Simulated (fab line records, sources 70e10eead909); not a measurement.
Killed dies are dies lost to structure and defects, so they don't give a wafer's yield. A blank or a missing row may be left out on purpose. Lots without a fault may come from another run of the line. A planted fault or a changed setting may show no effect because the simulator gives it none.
Which tool did it? | flow nand_harc | 6 lots, 18 wafers sampled, at 1 step of a route of 1302

WHAT THE GAUGES READ, wafer by wafer
NHARC_P_GATE_CD_MEAS_26: target cd 120 nm.
lot  | measured     | on        | cd_nm (nm)
L421 | day 5 11:00  | cd_sem-02 | 120.5 119.7 119.4
L424 | day 6 19:49  | cd_sem-03 | 119.9 120.0 119.7
L428 | day 8 05:26  | cd_sem-03 | 119.1 118.9 118.9
L438 | day 12 08:46 | cd_sem-01 | 120.9 120.7 120.9
L440 | day 13 14:11 | cd_sem-01 | 119.2 119.3 120.3
L443 | day 14 20:40 | cd_sem-01 | 119.8 119.5 118.7

WHICH TOOL RAN EACH LOT (tool, then ch and the chambers of the sampled wafers, then the start)
The record holds no process step before these readings.

THE ANSWER, worked out from the rows above alone
Rule: what is usual is taken from the lots themselves. Put in order of their means at a reading, lots are off if they are a third of the lots or fewer, leave a main group of 4 or more, and stand apart from it by a gap of 3 or more times the standard deviation of the main group's means; of several such gaps the widest counts. A main group whose means are all the same, to the digits that the tables above print for the reading, isn't used. A lot without any number at a reading at which 4 lots or more have one is off too. The other lots that the step has rows for count as sound.
No lot is off at any reading shown: from this, nothing can be told.

WHAT THE SIMULATOR HAD PUT IN
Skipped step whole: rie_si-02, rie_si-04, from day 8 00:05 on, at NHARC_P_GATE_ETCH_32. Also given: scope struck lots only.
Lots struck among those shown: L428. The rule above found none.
